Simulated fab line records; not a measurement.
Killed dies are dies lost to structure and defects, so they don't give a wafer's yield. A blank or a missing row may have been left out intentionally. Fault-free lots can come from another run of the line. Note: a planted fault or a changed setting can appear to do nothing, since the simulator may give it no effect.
Matching of chambers / flow n5 finfet / N5_FIN_SAQP_ALD_61 on ald sin-01: 4 sister chambers
The step deposits SiO2, target thk 4 nm, pulse time 1 s, purge time 2 s. 16 wafers are shown with their chamber, then 8 later ones without.

EACH WAFER AND ITS CHAMBER
wafer=L074.2; chamber=2; heater power w (W)=472; precursor pulse height rel=1.014
wafer=L074.3; chamber=1; heater power w (W)=491; precursor pulse height rel=1.024
wafer=L074.6; chamber=1; heater power w (W)=507; precursor pulse height rel=0.988
wafer=L075.2; chamber=0; heater power w (W)=541; precursor pulse height rel=0.964
wafer=L075.3; chamber=3; heater power w (W)=560; precursor pulse height rel=1.011
wafer=L075.5; chamber=0; heater power w (W)=543; precursor pulse height rel=0.979
wafer=L077.3; chamber=0; heater power w (W)=531; precursor pulse height rel=1.015
wafer=L077.5; chamber=3; heater power w (W)=565; precursor pulse height rel=1.003
wafer=L077.6; chamber=2; heater power w (W)=479; precursor pulse height rel=0.987
wafer=L079.2; chamber=0; heater power w (W)=536; precursor pulse height rel=1.010
wafer=L079.4; chamber=2; heater power w (W)=466; precursor pulse height rel=0.997
wafer=L079.6; chamber=1; heater power w (W)=498; precursor pulse height rel=1.013
wafer=L080.1; chamber=3; heater power w (W)=568; precursor pulse height rel=1.015
wafer=L080.2; chamber=1; heater power w (W)=511; precursor pulse height rel=0.985
wafer=L080.6; chamber=0; heater power w (W)=527; precursor pulse height rel=0.977
wafer=L091.3; chamber=0; heater power w (W)=529; precursor pulse height rel=0.977

SIGNATURES (averages over the wafers above)
reading=heater power w; chamber 0=534.50; chamber 1=501.75; chamber 2=472.33; chamber 3=564.33; scatter within a chamber=6.93
reading=precursor pulse height rel; chamber 0=0.98700; chamber 1=1.00250; chamber 2=0.99933; chamber 3=1.00967; scatter within a chamber=0.0174
Rule: for a wafer and a chamber, the distance is found by dividing, reading by reading, the gap between the wafer's reading and the chamber's mean by the reading's scatter, squaring, summing and taking the root. The wafer belongs to the nearest chamber; if the next one is less than 2 further off, it can't be placed. The scatter is the square root of a quotient: the sum, over the shown wafers, of each reading's squared deviation from its chamber's mean, divided by wafers minus chambers.

WAFERS WITHOUT THEIR CHAMBER
wafer=L091.4; heater power w (W)=474; precursor pulse height rel=1.006
wafer=L091.6; heater power w (W)=544; precursor pulse height rel=0.947
wafer=L093.1; heater power w (W)=506; precursor pulse height rel=0.987
wafer=L093.2; heater power w (W)=520; precursor pulse height rel=0.980
wafer=L093.4; heater power w (W)=479; precursor pulse height rel=1.007
wafer=L097.1; heater power w (W)=512; precursor pulse height rel=1.016
wafer=L097.5; heater power w (W)=467; precursor pulse height rel=1.027
wafer=L097.6; heater power w (W)=520; precursor pulse height rel=1.030

CHAMBER TAKEN BY EACH
wafer=L091.4; from the rows above=2; in truth=2
wafer=L091.6; from the rows above=can't be placed: 0 or 3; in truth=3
wafer=L093.1; from the rows above=1; in truth=1
wafer=L093.2; from the rows above=can't be placed: 0 or 1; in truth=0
wafer=L093.4; from the rows above=2; in truth=2
wafer=L097.1; from the rows above=can't be placed: 1 or 0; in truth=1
wafer=L097.5; from the rows above=2; in truth=2
wafer=L097.6; from the rows above=can't be placed: 1 or 0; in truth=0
Correct placement for 4 of the 8. Cannot be placed on the basis of these rows: 4; the candidates contain the true chamber in 4. Number placed wrongly: 0.
